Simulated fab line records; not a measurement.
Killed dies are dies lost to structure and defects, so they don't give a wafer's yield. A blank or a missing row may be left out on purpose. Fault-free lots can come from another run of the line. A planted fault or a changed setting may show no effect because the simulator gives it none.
Matching of chambers | flow nandHarc | rieDiel-02 running NHARC_P_M0_ETCH_34: 4 sister chambers
The step etches the open film in N2/H2, target depth 40 nm, overetch 12 nm, time 43.94 s. 4 wafers are shown with their chamber, then 7 later ones without.

WAFERS, EACH WITH ITS CHAMBER
wafer  | chamber | showerheadPlenumPTorr (Torr)
L891.5 | 3       | 2.00
L892.5 | 1       | 1.99
L902.1 | 0       | 1.90
L902.2 | 2       | 1.96

WAFERS WHOSE CHAMBER IS MISSING
wafer  | showerheadPlenumPTorr (Torr)
L902.5 | 1.99
L904.2 | 1.96
L904.3 | 1.90
L904.4 | 1.98
L906.1 | 1.98
L906.5 | 1.96
L906.6 | 1.98

EACH ONE'S CHAMBER
wafer  | from the rows above          | in truth
L902.5 | can't be placed: 1 or 3      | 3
L904.2 | 2                            | 2
L904.3 | 0                            | 0
L904.4 | can't be placed: 1 or 2 or 3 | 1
L906.1 | can't be placed: 1 or 2 or 3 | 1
L906.5 | 2                            | 2
L906.6 | can't be placed: 1 or 2 or 3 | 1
Correct placement for 3 of the 7. Can't be placed from these rows: 4 (the true chamber is among the candidates in 4). Placed wrongly: 0.
How it was worked out, from the rows above alone: a wafer's distance from a chamber is the root of the sum, over the readings, of the square of ((its reading less the chamber's mean) divided by the reading's scatter). The wafer belongs to the nearest chamber; if the next one is less than 2 further off, it can't be placed. For every chamber, the mean is computed from those of its wafers that are shown. The scatter: root of mean squared gap, hidden wafer to nearest shown wafer, with one shown wafer a chamber.
